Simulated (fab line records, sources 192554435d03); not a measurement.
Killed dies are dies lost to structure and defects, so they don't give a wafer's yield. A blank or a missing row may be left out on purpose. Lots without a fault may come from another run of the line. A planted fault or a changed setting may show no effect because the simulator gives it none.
Split-lot experiment | flow n5_finfet | 7 lots, 21 wafers read, on a route of 1938 steps

THE SPLIT
At N5_BEOL_M1_PECVD_72 (deposits SiO2 from TEOS/O2, target thk 16 nm, time 18 s), the setting time_s was moved away from the recipe's 18 s on 7 of the 21 wafers read, by -14.7% to -8.3%. The other wafers ran this setting at the recipe's value.

FROM THE SPLIT TO THE READING: what the file shows between them, 12 steps
- N5_BEOL_M1_COAT_61: time 60 s, resist thk 60 nm (also split here: spin_rpm)
- N5_BEOL_M1_COAT_62: time 60 s, resist thk 12 nm
- N5_BEOL_M1_COAT_73: time 60 s, resist thk 5 nm
- N5_BEOL_M1_ETCH_74: etches underlayer in N2/H2, target depth 6.5 nm, time 5.2 s
- N5_BEOL_M1_ETCH_63: etches SiARC in CF4, target depth 15.6 nm, time 26 s
- N5_BEOL_M1_ETCH_64: etches SOC in N2/H2, target depth 75 nm, overetch 15 nm, time 112.5 s
- N5_BEOL_M1_STRIP_65: strips in N2/H2
- N5_BEOL_M1_STRIP_75: strips in N2/H2
- N5_BEOL_M1_STRIP_66: strips in CF4
- N5_BEOL_M1_HM_OPEN_17: chemistry Cl2/BCl3, target TiN, target depth 20 nm, overetch 6 nm
- N5_BEOL_M1_STRIP_19: strips in O2
- N5_BEOL_M1_STRIP_97: strips in N2/H2, time 10 s

THE READING
SiO2_of_BEOL_M1_PECVD_72.thk_nm (the simulator's own value, which no gauge read), in nm, at N5_BEOL_M1_HM_STRIP_39 (strips TiN in peroxide tin strip, target depth 25 nm, time 158 s). The file gives no usual value for it. The 14 wafers here that ran the recipe average 15.8 nm, standard deviation 0.21 nm.

wafer  | tool, chamber at the split | time_s as run, s | against the recipe | SiO2_of_BEOL_M1_PECVD_72.thk_nm, nm | against lot-mates on the recipe
L079.1 | pecvd-01, 0                | 18               | recipe             | 15.8                                | -
L079.4 | pecvd-01, 0                | 18               | recipe             | 16                                  | -
L079.6 | pecvd-01, 2                | 18               | recipe             | 16                                  | -
L080.2 | pecvd-02, 1                | 15.6             | -13.3%             | 13.8                                | -1.8
L080.3 | pecvd-02, 2,1              | 18               | recipe             | 15.6                                | -
L080.6 | pecvd-02, 2,1              | 18               | recipe             | 15.6                                | -
L083.2 | pecvd-02, 2                | 18               | recipe             | 15.8                                | -
L083.3 | pecvd-02, 1                | 18               | recipe             | 15.4                                | -
L083.4 | pecvd-02, 1                | 18               | recipe             | 16.2                                | -
L086.4 | pecvd-01, 2                | 18               | recipe             | 16                                  | -
L086.5 | pecvd-01, 0,1              | 16.06            | -10.8%             | 14.2                                | -1.8
L086.6 | pecvd-01, 0,1              | 16.06            | -10.8%             | 14.2                                | -1.8
L088.1 | pecvd-01, 2                | 18               | recipe             | 15.6                                | -
L088.4 | pecvd-01, 0,2              | 18               | recipe             | 15.8                                | -
L088.6 | pecvd-01, 0,2              | 18               | recipe             | 15.8                                | -
L089.4 | pecvd-01, 0                | 15.35            | -14.7%             | 13.6                                | -2.4
L089.5 | pecvd-01, 2                | 15.35            | -14.7%             | 13.6                                | -2.4
L089.6 | pecvd-01, 1                | 18               | recipe             | 16                                  | -
L094.2 | pecvd-03, 2                | 18               | recipe             | 15.8                                | -
L094.3 | pecvd-03, 0,2              | 16.5             | -8.3%              | 14.4                                | -1.4
L094.6 | pecvd-03, 0,2              | 16.5             | -8.3%              | 14.4                                | -1.4
Where a row lists several chambers, the file gives one row for several wafers and doesn't say which wafer went through which chamber.

THE FIT
A straight line over all 21 wafers: SiO2_of_BEOL_M1_PECVD_72.thk_nm changes by +0.153 nm for each +1% of time_s; r = +0.98; the points scatter about the line by 0.18 nm.
The same after taking each lot's own level away (the mean of its wafers on the recipe; 21 wafers): +0.159 nm for each +1%; r = +0.99; scatter 0.16 nm.
On that fit, the largest move of time_s shifts the reading by 2.3 nm.
The lots' own levels span 15.60 to 16.00 nm, that is 1.9 times the standard deviation above.
So the lot-to-lot level changes the slope little: the two slopes agree.
Check: with one of the wafers moved furthest among these (-14.7%) left out of the fit, the line predicts -2.33 nm for it against its lot-mates. It came out at -2.4 nm against them.

OTHER SPLITS ON THESE WAFERS
These wafers also went through other splits before the reading. Each is held against what the fit with the lots' levels taken away leaves over:
other split on the same wafers  | wafers away from the commonest value | r with SiO2_of_BEOL_M1_PECVD_72.thk_nm (lot level and that fit taken away)
N5_BEOL_M0_SAQP_PECVD_96 time_s | 8                                    | -0.04
N5_BEOL_M1_COAT_61 spin_rpm     | 9                                    | +0.12

THE WHOLE CHAIN: every reading that the file lists as answering this split, in the file's order
step                   | what it does                                                     | reading                                                                          | change (the file's fit)               | r (the file's)
N5_BEOL_M1_PECVD_72    | deposits SiO2 from TEOS/O2, target thk 16 nm, time 18 s          | SiO2_of_BEOL_M1_PECVD_72.thk_nm (the simulator's own value, which no gauge read) | +0.152 nm for each +1% of the setting | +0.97
N5_BEOL_M1_HM_STRIP_39 | strips TiN in peroxide tin strip, target depth 25 nm, time 158 s | SiO2_of_BEOL_M1_PECVD_72.thk_nm (the simulator's own value, which no gauge read) | +0.156 nm for each +1% of the setting | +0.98

THE FILE'S OWN FIT
SiO2_of_BEOL_M1_PECVD_72.thk_nm changes by +0.156 nm for each +1% of time_s, r = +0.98.
